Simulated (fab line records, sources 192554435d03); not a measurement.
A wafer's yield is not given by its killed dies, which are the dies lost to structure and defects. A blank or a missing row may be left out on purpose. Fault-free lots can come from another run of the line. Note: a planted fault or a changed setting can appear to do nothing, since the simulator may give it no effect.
fab line records :: flow n5Finfet
record:
  lots: 11
  wafers: 33
  lastDay: 16
route steps=1938 shown BEOL_M8@1380 BEOL_M9@1408
lots that met no fault: taken from a fault-free run of the same line
startH: start of the lot's first displayed wafer, in hours after the record's first day :: waitH: how many hours have passed since the lot's step before this one :: " same as the row above :: L1.1+2: a single row standing in for several wafers :: - no value present, or no start provided :: * or withheld: withheld :: < > ~ a bound
route shown NAME@n: names a module that has steps shown in the file, with the first one's number in the route :: usual: the fault-free wafers' mean and standard deviation :: same: alike in all rows :: chamber/n: place in a boat :: sites: each site's reading :: _std_site: standard deviation of those values :: _edge_site: outer sites' mean less inner sites' :: radiusMm: for every site, how far away it sits from the centre of the wafer :: mask NAME#n: copy n :: behind: tool/chamber where the wafer was last shaped :: hold: why the lot was held/for how many hours/how that ended :: device: transistor that didn't switch, given as n, p or np :: end of line: the same wafers' tests at the end of the route :: a step given without rows: its recipe and nothing more :: killed: count of dies lost to structure and defects at first sort (not the wafer's yield) :: map: per-die view of a wafer (x killed, . not killed, _ where there is no die)
set.NAME: the setting as run; set.NAME@STEP: as run at that earlier step :: model.NAME: the simulator's own value behind a step, which no gauge read
steps of the route over a sample of lots; a table a step, a row a wafer
services: a tool's chamber out of use, with start hour (startH, from the record's first day; less than 0 if before it), hours out, and reason
== steps ==
step: N5_BEOL_M8_OCD_MEAS_38
usual:
  trenchDepthNm: 93.5/1.2
lot.wafer: L664.1
tool: ocd-01
chamber: -
startH: 206.71
waitH: -
trenchDepthNm: 91.4

lot.wafer: L664.2
tool: ocd-01
chamber: -
startH: 206.71
waitH: -
trenchDepthNm: 93.9

lot.wafer: L664.3
tool: ocd-01
chamber: -
startH: 206.71
waitH: -
trenchDepthNm: 92.9

lot.wafer: L665.1
tool: ocd-02
chamber: -
startH: 212.68
waitH: -
trenchDepthNm: 96.2

lot.wafer: L665.2
tool: ocd-02
chamber: -
startH: 212.68
waitH: -
trenchDepthNm: 93.6

lot.wafer: L665.4
tool: ocd-02
chamber: -
startH: 212.68
waitH: -
trenchDepthNm: 94.2

lot.wafer: L668.1
tool: ocd-02
chamber: -
startH: 222.50
waitH: -
trenchDepthNm: 91.7

lot.wafer: L668.2
tool: ocd-02
chamber: -
startH: 222.50
waitH: -
trenchDepthNm: 93.0

lot.wafer: L668.3
tool: ocd-02
chamber: -
startH: 222.50
waitH: -
trenchDepthNm: 93.0

lot.wafer: L669.1
tool: ocd-02
chamber: -
startH: 226.06
waitH: -
trenchDepthNm: 92.4

lot.wafer: L669.2
tool: ocd-02
chamber: -
startH: 226.06
waitH: -
trenchDepthNm: 92.8

lot.wafer: L669.3
tool: ocd-02
chamber: -
startH: 226.06
waitH: -
trenchDepthNm: 94.1

lot.wafer: L670.2
tool: ocd-02
chamber: -
startH: 244.13
waitH: -
trenchDepthNm: 91.8

lot.wafer: L670.5
tool: ocd-02
chamber: -
startH: 244.13
waitH: -
trenchDepthNm: 92.9

lot.wafer: L670.6
tool: ocd-02
chamber: -
startH: 244.13
waitH: -
trenchDepthNm: 94.4

lot.wafer: L672.2
tool: ocd-01
chamber: -
startH: 247.74
waitH: -
trenchDepthNm: 92.1

lot.wafer: L672.5
tool: ocd-01
chamber: -
startH: 247.74
waitH: -
trenchDepthNm: 92.9

lot.wafer: L672.6
tool: ocd-01
chamber: -
startH: 247.74
waitH: -
trenchDepthNm: 92.8

lot.wafer: L673.1
tool: ocd-01
chamber: -
startH: 260.06
waitH: -
trenchDepthNm: 93.5

lot.wafer: L673.3
tool: ocd-01
chamber: -
startH: 260.06
waitH: -
trenchDepthNm: 92.2

lot.wafer: L673.5
tool: ocd-01
chamber: -
startH: 260.06
waitH: -
trenchDepthNm: 92.7

lot.wafer: L674.1
tool: ocd-02
chamber: -
startH: 262.13
waitH: -
trenchDepthNm: 95.3

lot.wafer: L674.3
tool: ocd-02
chamber: -
startH: 262.13
waitH: -
trenchDepthNm: 93.4

lot.wafer: L674.6
tool: ocd-02
chamber: -
startH: 262.13
waitH: -
trenchDepthNm: 94.1

lot.wafer: L676.2
tool: ocd-02
chamber: -
startH: 272.54
waitH: -
trenchDepthNm: 93.6

lot.wafer: L676.5
tool: ocd-02
chamber: -
startH: 272.54
waitH: -
trenchDepthNm: 92.9

lot.wafer: L676.6
tool: ocd-02
chamber: -
startH: 272.54
waitH: -
trenchDepthNm: 95.0

lot.wafer: L677.3
tool: ocd-02
chamber: -
startH: 281.84
waitH: -
trenchDepthNm: 94.1

lot.wafer: L677.5
tool: ocd-02
chamber: -
startH: 281.84
waitH: -
trenchDepthNm: 96.0

lot.wafer: L677.6
tool: ocd-02
chamber: -
startH: 281.84
waitH: -
trenchDepthNm: 94.4

lot.wafer: L683.1
tool: ocd-01
chamber: -
startH: 316.28
waitH: -
trenchDepthNm: 92.4

lot.wafer: L683.2
tool: ocd-01
chamber: -
startH: 316.28
waitH: -
trenchDepthNm: 92.8

lot.wafer: L683.4
tool: ocd-01
chamber: -
startH: 316.28
waitH: -
trenchDepthNm: 94.6
step: N5_BEOL_M8_DEGAS_44
recipe:
  ambient: vacuum
  tempC: 250
  timeS: 60
usual:
  heaterPowerW: 343/34
  susceptorTempC: 250.02/0.17
lot.wafer: L664.1
tool: pvdSputter-02
chamber: -
startH: 207.76
waitH: 0.3
heaterPowerW: 355
susceptorTempC: 249.79

lot.wafer: L664.2
tool: pvdSputter-02
chamber: -
startH: 207.76
waitH: 0.3
heaterPowerW: 358
susceptorTempC: 250.12

lot.wafer: L664.3
tool: pvdSputter-02
chamber: -
startH: 207.76
waitH: 0.3
heaterPowerW: 310
susceptorTempC: 249.83

lot.wafer: L665.1
tool: pvdSputter-02
chamber: -
startH: 213.60
waitH: 0.6
heaterPowerW: 351
susceptorTempC: 250.13

lot.wafer: L665.2
tool: pvdSputter-02
chamber: -
startH: 213.60
waitH: 0.6
heaterPowerW: 305
susceptorTempC: 250.16

lot.wafer: L665.4
tool: pvdSputter-02
chamber: -
startH: 213.60
waitH: 0.6
heaterPowerW: 370
susceptorTempC: 250.12

lot.wafer: L668.1
tool: pvdSputter-02
chamber: -
startH: 223.49
waitH: 0.7
heaterPowerW: 348
susceptorTempC: 250.12

lot.wafer: L668.2
tool: pvdSputter-02
chamber: -
startH: 223.49
waitH: 0.7
heaterPowerW: 354
susceptorTempC: 249.89

lot.wafer: L668.3
tool: pvdSputter-02
chamber: -
startH: 223.49
waitH: 0.7
heaterPowerW: 376
susceptorTempC: 249.96

lot.wafer: L669.1
tool: pvdSputter-02
chamber: -
startH: 226.65
waitH: 0.3
heaterPowerW: 307
susceptorTempC: 249.86

lot.wafer: L669.2
tool: pvdSputter-02
chamber: -
startH: 226.65
waitH: 0.3
heaterPowerW: 381
susceptorTempC: 250.21

lot.wafer: L669.3
tool: pvdSputter-02
chamber: -
startH: 226.65
waitH: 0.3
heaterPowerW: 348
susceptorTempC: 250.26

lot.wafer: L670.2
tool: pvdSputter-01
chamber: -
startH: 245.05
waitH: 0.5
heaterPowerW: 321
susceptorTempC: 250.06

lot.wafer: L670.5
tool: pvdSputter-01
chamber: -
startH: 245.05
waitH: 0.5
heaterPowerW: 325
susceptorTempC: 250.06

lot.wafer: L670.6
tool: pvdSputter-01
chamber: -
startH: 245.05
waitH: 0.5
heaterPowerW: 374
susceptorTempC: 249.76

lot.wafer: L672.2
tool: pvdSputter-01
chamber: -
startH: 248.51
waitH: 0.5
heaterPowerW: 323
susceptorTempC: 249.89

lot.wafer: L672.5
tool: pvdSputter-01
chamber: -
startH: 248.51
waitH: 0.5
heaterPowerW: 355
susceptorTempC: 250.00

lot.wafer: L672.6
tool: pvdSputter-01
chamber: -
startH: 248.51
waitH: 0.5
heaterPowerW: 295
susceptorTempC: 250.07

lot.wafer: L673.1
tool: pvdSputter-03
chamber: -
startH: 260.63
waitH: 0.3
heaterPowerW: 475
susceptorTempC: 250.10

lot.wafer: L673.3
tool: pvdSputter-03
chamber: -
startH: 260.63
waitH: 0.3
heaterPowerW: 299
susceptorTempC: 250.07

lot.wafer: L673.5
tool: pvdSputter-03
chamber: -
startH: 260.63
waitH: 0.3
heaterPowerW: 292
susceptorTempC: 250.09

lot.wafer: L674.1
tool: pvdSputter-01
chamber: -
startH: 264.61
waitH: 2.2
heaterPowerW: 325
susceptorTempC: 250.06

lot.wafer: L674.3
tool: pvdSputter-01
chamber: -
startH: 264.61
waitH: 2.2
heaterPowerW: 368
susceptorTempC: 249.97

lot.wafer: L674.6
tool: pvdSputter-01
chamber: -
startH: 264.61
waitH: 2.2
heaterPowerW: 345
susceptorTempC: 249.88

lot.wafer: L676.2
tool: pvdSputter-01
chamber: -
startH: 273.22
waitH: 0.4
heaterPowerW: 367
susceptorTempC: 250.15

lot.wafer: L676.5
tool: pvdSputter-01
chamber: -
startH: 273.22
waitH: 0.4
heaterPowerW: 324
susceptorTempC: 250.11

lot.wafer: L676.6
tool: pvdSputter-01
chamber: -
startH: 273.22
waitH: 0.4
heaterPowerW: 376
susceptorTempC: 250.18

lot.wafer: L677.3
tool: pvdSputter-02
chamber: -
startH: 283.10
waitH: 0.9
heaterPowerW: 394
susceptorTempC: 250.25

lot.wafer: L677.5
tool: pvdSputter-02
chamber: -
startH: 283.10
waitH: 0.9
heaterPowerW: 382
susceptorTempC: 250.37

lot.wafer: L677.6
tool: pvdSputter-02
chamber: -
startH: 283.10
waitH: 0.9
heaterPowerW: 351
susceptorTempC: 250.12

lot.wafer: L683.1
tool: pvdSputter-02
chamber: -
startH: 320.11
waitH: 3.4
heaterPowerW: 304
susceptorTempC: 250.09

lot.wafer: L683.2
tool: pvdSputter-02
chamber: -
startH: 320.11
waitH: 3.4
heaterPowerW: 383
susceptorTempC: 250.23

lot.wafer: L683.4
tool: pvdSputter-02
chamber: -
startH: 320.11
waitH: 3.4
heaterPowerW: 351
susceptorTempC: 249.90
step: N5_BEOL_M9_COAT_05
recipe:
  resist: CAR-ArF
  spinRpm: 1500
  resistThkNm: 90
usual:
  exhaustPa: 45.1/1
  spinSpeedRpm: 1499.9/0.9
lot.wafer: L664.1
tool: lithoTrack-05
chamber: 0
startH: 213.11
waitH: -
exhaustPa: 46.3
spinSpeedRpm: 1499.9

lot.wafer: L664.2
tool: lithoTrack-05
chamber: 0
startH: 213.11
waitH: -
exhaustPa: 45.3
spinSpeedRpm: 1501.3

lot.wafer: L664.3
tool: lithoTrack-05
chamber: 0
startH: 213.11
waitH: -
exhaustPa: 45.1
spinSpeedRpm: 1498.8

lot.wafer: L665.1
tool: lithoTrack-04
chamber: 0
startH: 218.26
waitH: -
exhaustPa: 44.9
spinSpeedRpm: 1499.5

lot.wafer: L665.2
tool: lithoTrack-04
chamber: 0
startH: 218.26
waitH: -
exhaustPa: 44.6
spinSpeedRpm: 1499.1

lot.wafer: L665.4
tool: lithoTrack-04
chamber: 0
startH: 218.26
waitH: -
exhaustPa: 44.2
spinSpeedRpm: 1499.8

lot.wafer: L668.1
tool: lithoTrack-05
chamber: 0
startH: 229.33
waitH: -
exhaustPa: 46.0
spinSpeedRpm: 1499.4

lot.wafer: L668.2
tool: lithoTrack-05
chamber: 0
startH: 229.33
waitH: -
exhaustPa: 45.0
spinSpeedRpm: 1500.9

lot.wafer: L668.3
tool: lithoTrack-05
chamber: 0
startH: 229.33
waitH: -
exhaustPa: 45.2
spinSpeedRpm: 1499.9

lot.wafer: L669.1
tool: lithoTrack-01
chamber: 0
startH: 230.29
waitH: -
exhaustPa: 44.5
spinSpeedRpm: 1500.1

lot.wafer: L669.2
tool: lithoTrack-01
chamber: 0
startH: 230.29
waitH: -
exhaustPa: 45.0
spinSpeedRpm: 1501.0

lot.wafer: L669.3
tool: lithoTrack-01
chamber: 0
startH: 230.29
waitH: -
exhaustPa: 44.7
spinSpeedRpm: 1499.1

lot.wafer: L670.2
tool: lithoTrack-01
chamber: 0
startH: 249.51
waitH: -
exhaustPa: 45.6
spinSpeedRpm: 1500.1

lot.wafer: L670.5
tool: lithoTrack-01
chamber: 0
startH: 249.51
waitH: -
exhaustPa: 46.7
spinSpeedRpm: 1500.7

lot.wafer: L670.6
tool: lithoTrack-01
chamber: 0
startH: 249.51
waitH: -
exhaustPa: 45.7
spinSpeedRpm: 1499.0

lot.wafer: L672.2
tool: lithoTrack-05
chamber: 0
startH: 252.15
waitH: -
exhaustPa: 45.0
spinSpeedRpm: 1498.1

lot.wafer: L672.5
tool: lithoTrack-05
chamber: 0
startH: 252.15
waitH: -
exhaustPa: 44.8
spinSpeedRpm: 1499.5

lot.wafer: L672.6
tool: lithoTrack-05
chamber: 0
startH: 252.15
waitH: -
exhaustPa: 44.8
spinSpeedRpm: 1499.5

lot.wafer: L673.1
tool: lithoTrack-01
chamber: 0
startH: 266.88
waitH: -
exhaustPa: 45.4
spinSpeedRpm: 1499.6

lot.wafer: L673.3
tool: lithoTrack-01
chamber: 0
startH: 266.88
waitH: -
exhaustPa: 44.8
spinSpeedRpm: 1499.9

lot.wafer: L673.5
tool: lithoTrack-01
chamber: 0
startH: 266.88
waitH: -
exhaustPa: 46.3
spinSpeedRpm: 1499.6

lot.wafer: L674.1
tool: lithoTrack-01
chamber: 0
startH: 268.50
waitH: -
exhaustPa: 44.9
spinSpeedRpm: 1497.9

lot.wafer: L674.3
tool: lithoTrack-01
chamber: 0
startH: 268.50
waitH: -
exhaustPa: 43.1
spinSpeedRpm: 1498.7

lot.wafer: L674.6
tool: lithoTrack-01
chamber: 0
startH: 268.50
waitH: -
exhaustPa: 44.4
spinSpeedRpm: 1499.7

lot.wafer: L676.2
tool: lithoTrack-04
chamber: 0
startH: 276.57
waitH: -
exhaustPa: 45.4
spinSpeedRpm: 1500.4

lot.wafer: L676.5
tool: lithoTrack-04
chamber: 0
startH: 276.57
waitH: -
exhaustPa: 44.9
spinSpeedRpm: 1500.7

lot.wafer: L676.6
tool: lithoTrack-04
chamber: 0
startH: 276.57
waitH: -
exhaustPa: 45.6
spinSpeedRpm: 1501.3

lot.wafer: L677.3
tool: lithoTrack-01
chamber: 0
startH: 287.19
waitH: -
exhaustPa: 47.4
spinSpeedRpm: 1721.9

lot.wafer: L677.5
tool: lithoTrack-01
chamber: 0
startH: 287.19
waitH: -
exhaustPa: 46.1
spinSpeedRpm: 1721.1

lot.wafer: L677.6
tool: lithoTrack-01
chamber: 0
startH: 287.19
waitH: -
exhaustPa: 45.8
spinSpeedRpm: 1722.5

lot.wafer: L683.1
tool: lithoTrack-01
chamber: 0
startH: 324.07
waitH: -
exhaustPa: 46.1
spinSpeedRpm: 1721.2

lot.wafer: L683.2
tool: lithoTrack-01
chamber: 0
startH: 324.07
waitH: -
exhaustPa: 45.6
spinSpeedRpm: 1722.3

lot.wafer: L683.4
tool: lithoTrack-01
chamber: 0
startH: 324.07
waitH: -
exhaustPa: 45.8
spinSpeedRpm: 1722.1
step: N5_BEOL_M9_ETCH_61
recipe:
  chemistry: CF4
  target: SiARC
  targetDepthA: 390
  maskMaterial: CAR-ArF
  timeS: 65
  ionEnergyEv: 80
  pressureMtorr: 40
  sourceW: 545
  biasW: 36
  Ar_flow_sccm: 100
  cf4FlowSccm: 100
  ends: cleared
usual:
  drypumpMotorCurrentA: 5.5/0.46
  etchRfOnTimeS: 65.0/0.92
  oesProductAu: 0.67/0.075
  rfFwdPowerW: 538.7/2.2
  rfVppV: 184.1/1.2
  showerheadPlenumPTorr: 2.14/0.061
  throttleValvePct: 15.60/0.21
lot.wafer: L664.1
tool: rieDiel-03
chamber: 2
startH: 213.47
waitH: 0.0
drypumpMotorCurrentA: 4.8
etchRfOnTimeS: 63.7
oesProductAu: 0.80
rfFwdPowerW: 535.5
rfHoursCounterH: 16
rfVppV: 183.5
showerheadPlenumPTorr: 2.19
throttleValvePct: 15.47

lot.wafer: L664.2
tool: rieDiel-03
chamber: 3
startH: 213.47
waitH: 0.0
drypumpMotorCurrentA: 5.3
etchRfOnTimeS: 65.4
oesProductAu: 0.60
rfFwdPowerW: 541.2
rfHoursCounterH: 205
rfVppV: 184.2
showerheadPlenumPTorr: 2.13
throttleValvePct: 15.68

lot.wafer: L664.3
tool: rieDiel-03
chamber: 0
startH: 213.47
waitH: 0.0
drypumpMotorCurrentA: 5.5
etchRfOnTimeS: 65.3
oesProductAu: 0.68
rfFwdPowerW: 538.3
rfHoursCounterH: 106
rfVppV: 184.0
showerheadPlenumPTorr: 2.15
throttleValvePct: 15.49

lot.wafer: L665.1
tool: rieDiel-03
chamber: 1
startH: 218.82
waitH: 0.0
drypumpMotorCurrentA: 5.4
etchRfOnTimeS: 64.0
oesProductAu: 0.69
rfFwdPowerW: 537.4
rfHoursCounterH: 117
rfVppV: 183.3
showerheadPlenumPTorr: 2.15
throttleValvePct: 15.50

lot.wafer: L665.2
tool: rieDiel-03
chamber: 2
startH: 218.82
waitH: 0.0
drypumpMotorCurrentA: 4.8
etchRfOnTimeS: 63.2
oesProductAu: 0.80
rfFwdPowerW: 534.2
rfHoursCounterH: 17
rfVppV: 184.2
showerheadPlenumPTorr: 2.19
throttleValvePct: 15.46

lot.wafer: L665.4
tool: rieDiel-03
chamber: 3
startH: 218.82
waitH: 0.0
drypumpMotorCurrentA: 5.3
etchRfOnTimeS: 65.2
oesProductAu: 0.60
rfFwdPowerW: 536.8
rfHoursCounterH: 206
rfVppV: 185.0
showerheadPlenumPTorr: 2.13
throttleValvePct: 15.69

lot.wafer: L668.1
tool: rieDiel-05
chamber: 0
startH: 229.81
waitH: 0.0
drypumpMotorCurrentA: 6.4
etchRfOnTimeS: 65.9
oesProductAu: 0.58
rfFwdPowerW: 535.0
rfHoursCounterH: 246
rfVppV: 181.9
showerheadPlenumPTorr: 2.11
throttleValvePct: 16.05

lot.wafer: L668.2
tool: rieDiel-05
chamber: 3
startH: 229.81
waitH: 0.0
drypumpMotorCurrentA: 5.5
etchRfOnTimeS: 64.6
oesProductAu: 0.63
rfFwdPowerW: 540.0
rfHoursCounterH: 179
rfVppV: 183.8
showerheadPlenumPTorr: 2.05
throttleValvePct: 15.76

lot.wafer: L668.3
tool: rieDiel-05
chamber: 1
startH: 229.81
waitH: 0.0
drypumpMotorCurrentA: 5.0
etchRfOnTimeS: 66.4
oesProductAu: 0.61
rfFwdPowerW: 540.8
rfHoursCounterH: 222
rfVppV: 184.3
showerheadPlenumPTorr: 2.19
throttleValvePct: 15.55

lot.wafer: L669.1
tool: rieDiel-05
chamber: 3
startH: 230.78
waitH: 0.0
drypumpMotorCurrentA: 5.5
etchRfOnTimeS: 64.5
oesProductAu: 0.63
rfFwdPowerW: 538.1
rfHoursCounterH: 179
rfVppV: 182.6
showerheadPlenumPTorr: 2.05
throttleValvePct: 15.75

lot.wafer: L669.2
tool: rieDiel-05
chamber: 0
startH: 230.78
waitH: 0.0
drypumpMotorCurrentA: 6.4
etchRfOnTimeS: 65.9
oesProductAu: 0.58
rfFwdPowerW: 538.0
rfHoursCounterH: 247
rfVppV: 182.5
showerheadPlenumPTorr: 2.11
throttleValvePct: 16.07

lot.wafer: L669.3
tool: rieDiel-05
chamber: 1
startH: 230.78
waitH: 0.0
drypumpMotorCurrentA: 5.0
etchRfOnTimeS: 66.7
oesProductAu: 0.60
rfFwdPowerW: 543.5
rfHoursCounterH: 223
rfVppV: 185.6
showerheadPlenumPTorr: 2.19
throttleValvePct: 15.55

lot.wafer: L670.2
tool: rieDiel-05
chamber: 1
startH: 250.23
waitH: 0.0
drypumpMotorCurrentA: 5.0
etchRfOnTimeS: 65.7
oesProductAu: 0.60
rfFwdPowerW: 540.5
rfHoursCounterH: 231
rfVppV: 185.0
showerheadPlenumPTorr: 2.19
throttleValvePct: 15.56

lot.wafer: L670.5
tool: rieDiel-05
chamber: 3
startH: 250.23
waitH: 0.0
drypumpMotorCurrentA: 5.5
etchRfOnTimeS: 63.9
oesProductAu: 0.63
rfFwdPowerW: 537.9
rfHoursCounterH: -
rfVppV: 183.7
showerheadPlenumPTorr: 2.05
throttleValvePct: 15.77

lot.wafer: L670.6
tool: rieDiel-05
chamber: 1
startH: 250.23
waitH: 0.0
drypumpMotorCurrentA: 5.0
etchRfOnTimeS: 66.2
oesProductAu: 0.60
rfFwdPowerW: 537.6
rfHoursCounterH: -
rfVppV: 185.0
showerheadPlenumPTorr: 2.19
throttleValvePct: 15.55

lot.wafer: L672.2
tool: rieDiel-03
chamber: 1
startH: 253.36
waitH: 0.0
drypumpMotorCurrentA: 5.4
etchRfOnTimeS: 64.0
oesProductAu: 0.68
rfFwdPowerW: 537.6
rfHoursCounterH: 128
rfVppV: 183.9
showerheadPlenumPTorr: 2.15
throttleValvePct: 15.50

lot.wafer: L672.5
tool: rieDiel-03
chamber: 0
startH: 253.36
waitH: 0.0
drypumpMotorCurrentA: 5.5
etchRfOnTimeS: 65.1
oesProductAu: 0.68
rfFwdPowerW: 540.6
rfHoursCounterH: -
rfVppV: 184.0
showerheadPlenumPTorr: 2.14
throttleValvePct: 15.51

lot.wafer: L672.6
tool: rieDiel-03
chamber: 3
startH: 253.36
waitH: 0.0
drypumpMotorCurrentA: 5.3
etchRfOnTimeS: 65.7
oesProductAu: 0.59
rfFwdPowerW: 539.7
rfHoursCounterH: -
rfVppV: 183.5
showerheadPlenumPTorr: 2.12
throttleValvePct: 15.72

lot.wafer: L673.1
tool: rieDiel-05
chamber: 2
startH: 267.37
waitH: 0.0
drypumpMotorCurrentA: 6.4
etchRfOnTimeS: 65.5
oesProductAu: 0.57
rfFwdPowerW: 538.3
rfHoursCounterH: 248
rfVppV: 182.3
showerheadPlenumPTorr: 2.02
throttleValvePct: 16.00

lot.wafer: L673.3
tool: rieDiel-05
chamber: 0
startH: 267.37
waitH: 0.0
drypumpMotorCurrentA: 6.4
etchRfOnTimeS: 63.9
oesProductAu: 0.84
rfFwdPowerW: 536.4
rfHoursCounterH: 4
rfVppV: 184.8
showerheadPlenumPTorr: 2.11
throttleValvePct: 15.58

lot.wafer: L673.5
tool: rieDiel-05
chamber: 3
startH: 267.37
waitH: 0.0
drypumpMotorCurrentA: 5.5
etchRfOnTimeS: 63.8
oesProductAu: 0.63
rfFwdPowerW: 541.1
rfHoursCounterH: -
rfVppV: 182.1
showerheadPlenumPTorr: 2.04
throttleValvePct: 15.79

lot.wafer: L674.1
tool: rieDiel-03
chamber: 0
startH: 269.02
waitH: 0.0
drypumpMotorCurrentA: 5.6
etchRfOnTimeS: 64.5
oesProductAu: 0.67
rfFwdPowerW: 541.4
rfHoursCounterH: 127
rfVppV: 184.1
showerheadPlenumPTorr: 2.14
throttleValvePct: 15.53

lot.wafer: L674.3
tool: rieDiel-03
chamber: 2
startH: 269.02
waitH: 0.0
drypumpMotorCurrentA: 4.8
etchRfOnTimeS: 64.1
oesProductAu: 0.77
rfFwdPowerW: 538.7
rfHoursCounterH: 30
rfVppV: 185.0
showerheadPlenumPTorr: 2.19
throttleValvePct: 15.48

lot.wafer: L674.6
tool: rieDiel-03
chamber: 2
startH: 269.02
waitH: 0.0
drypumpMotorCurrentA: 4.9
etchRfOnTimeS: 63.7
oesProductAu: 0.78
rfFwdPowerW: 536.0
rfHoursCounterH: -
rfVppV: 185.9
showerheadPlenumPTorr: 2.19
throttleValvePct: 15.49

lot.wafer: L676.2
tool: rieDiel-05
chamber: 0
startH: 277.51
waitH: 0.0
drypumpMotorCurrentA: 6.4
etchRfOnTimeS: 63.8
oesProductAu: 0.84
rfFwdPowerW: 536.8
rfHoursCounterH: 9
rfVppV: 183.1
showerheadPlenumPTorr: 2.11
throttleValvePct: 15.57

lot.wafer: L676.5
tool: rieDiel-05
chamber: 0
startH: 277.51
waitH: 0.0
drypumpMotorCurrentA: 6.4
etchRfOnTimeS: 63.9
oesProductAu: 0.82
rfFwdPowerW: 537.9
rfHoursCounterH: -
rfVppV: 183.0
showerheadPlenumPTorr: 2.11
throttleValvePct: 15.58

lot.wafer: L676.6
tool: rieDiel-05
chamber: 3
startH: 277.51
waitH: 0.0
drypumpMotorCurrentA: 5.5
etchRfOnTimeS: 65.0
oesProductAu: 0.62
rfFwdPowerW: 535.9
rfHoursCounterH: -
rfVppV: 181.1
showerheadPlenumPTorr: 2.04
throttleValvePct: 15.79

lot.wafer: L677.3
tool: rieDiel-05
chamber: 0
startH: 287.72
waitH: 0.0
drypumpMotorCurrentA: 6.4
etchRfOnTimeS: 63.5
oesProductAu: 0.82
rfFwdPowerW: 537.0
rfHoursCounterH: 14
rfVppV: 182.8
showerheadPlenumPTorr: 2.11
throttleValvePct: 15.58

lot.wafer: L677.5
tool: rieDiel-05
chamber: 3
startH: 287.72
waitH: 0.0
drypumpMotorCurrentA: 5.5
etchRfOnTimeS: 64.1
oesProductAu: 0.62
rfFwdPowerW: 541.4
rfHoursCounterH: -
rfVppV: 183.5
showerheadPlenumPTorr: 2.04
throttleValvePct: 15.83

lot.wafer: L677.6
tool: rieDiel-05
chamber: 1
startH: 287.72
waitH: 0.0
drypumpMotorCurrentA: 5.0
etchRfOnTimeS: 66.6
oesProductAu: 0.58
rfFwdPowerW: 540.2
rfHoursCounterH: -
rfVppV: 185.5
showerheadPlenumPTorr: 2.19
throttleValvePct: 15.58

lot.wafer: L683.1
tool: rieDiel-02
chamber: 3
startH: 324.43
waitH: 0.0
drypumpMotorCurrentA: 5.8
etchRfOnTimeS: 65.9
oesProductAu: 0.61
rfFwdPowerW: 539.7
rfHoursCounterH: 208
rfVppV: 183.7
showerheadPlenumPTorr: 2.21
throttleValvePct: 15.77

lot.wafer: L683.2
tool: rieDiel-02
chamber: 1
startH: 324.43
waitH: 0.0
drypumpMotorCurrentA: 5.4
etchRfOnTimeS: 65.3
oesProductAu: 0.69
rfFwdPowerW: 541.5
rfHoursCounterH: 67
rfVppV: 185.6
showerheadPlenumPTorr: 2.16
throttleValvePct: 15.33

lot.wafer: L683.4
tool: rieDiel-02
chamber: 0
startH: 324.43
waitH: 0.0
drypumpMotorCurrentA: 5.9
etchRfOnTimeS: 65.6
oesProductAu: 0.72
rfFwdPowerW: 540.2
rfHoursCounterH: 68
rfVppV: 185.8
showerheadPlenumPTorr: 2.25
throttleValvePct: 15.17
== services ==
tool: rieDiel-05
chamber: 0
startH: 215.24
hours: 3.8
kind: repair

tool: rieDiel-05
chamber: 0
startH: 241.21
hours: -
kind: clean

tool: rieDiel-05
chamber: 0
startH: 241.21
hours: -
kind: consumableReplace:focusRing

tool: rieDiel-05
chamber: 0
startH: 241.21
hours: 16.2
kind: scheduledDown

tool: rieDiel-05
chamber: 0
startH: 241.21
hours: 16.2
kind: ventCycle

tool: rieDiel-02
chamber: -
startH: 243.38
hours: 28.1
kind: pm

tool: rieDiel-05
chamber: -
startH: 253.86
hours: 0.2
kind: repair

tool: rieDiel-05
chamber: 2
startH: 270.57
hours: -
kind: clean

tool: rieDiel-05
chamber: 2
startH: 270.57
hours: -
kind: consumableReplace:focusRing

tool: rieDiel-05
chamber: 2
startH: 270.57
hours: -
kind: consumableReplace:showerhead

tool: rieDiel-05
chamber: 2
startH: 270.57
hours: 31.4
kind: scheduledDown

tool: rieDiel-05
chamber: 2
startH: 270.57
hours: 31.4
kind: ventCycle

tool: lithoTrack-01
chamber: -
startH: 281.54
hours: -
kind: consumableReplace:filter

tool: rieDiel-02
chamber: 3
startH: 290.29
hours: 7.6
kind: repair

tool: rieDiel-02
chamber: 1
startH: 297.44
hours: 11.5
kind: repair

tool: rieDiel-03
chamber: 0
startH: 312.23
hours: 12.7
kind: repair

tool: rieDiel-05
chamber: 1
startH: 313.46
hours: -
kind: clean

tool: rieDiel-05
chamber: 1
startH: 313.46
hours: -
kind: consumableReplace:focusRing

tool: rieDiel-05
chamber: 1
startH: 313.46
hours: 15.3
kind: scheduledDown

tool: rieDiel-05
chamber: 1
startH: 313.46
hours: 15.3
kind: ventCycle
== key ==
firstSign:
  step: N5_BEOL_M9_COAT_05
  reading: spinSpeedRpm
  direction: up
  sigmas: 99+
  usual: *
  struck: *
effect none on later readings
metAt N5_BEOL_M9_COAT_05
struckLots L677,L683
notActingAt N5_BEOL_M8_OCD_MEAS_38,N5_BEOL_M8_DEGAS_44,N5_BEOL_M9_ETCH_61
onsetBetween 268.50 287.19
fault:
  kind: processParameterDrift
  tool: lithoTrack-01
  chamber: -
  onsetH: 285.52
  steps: N5_BEOL_M9_COAT_05
  channel: spinRpm
  offset: *
  shape: step
  endH: 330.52
  actsIn: *
  stated: *
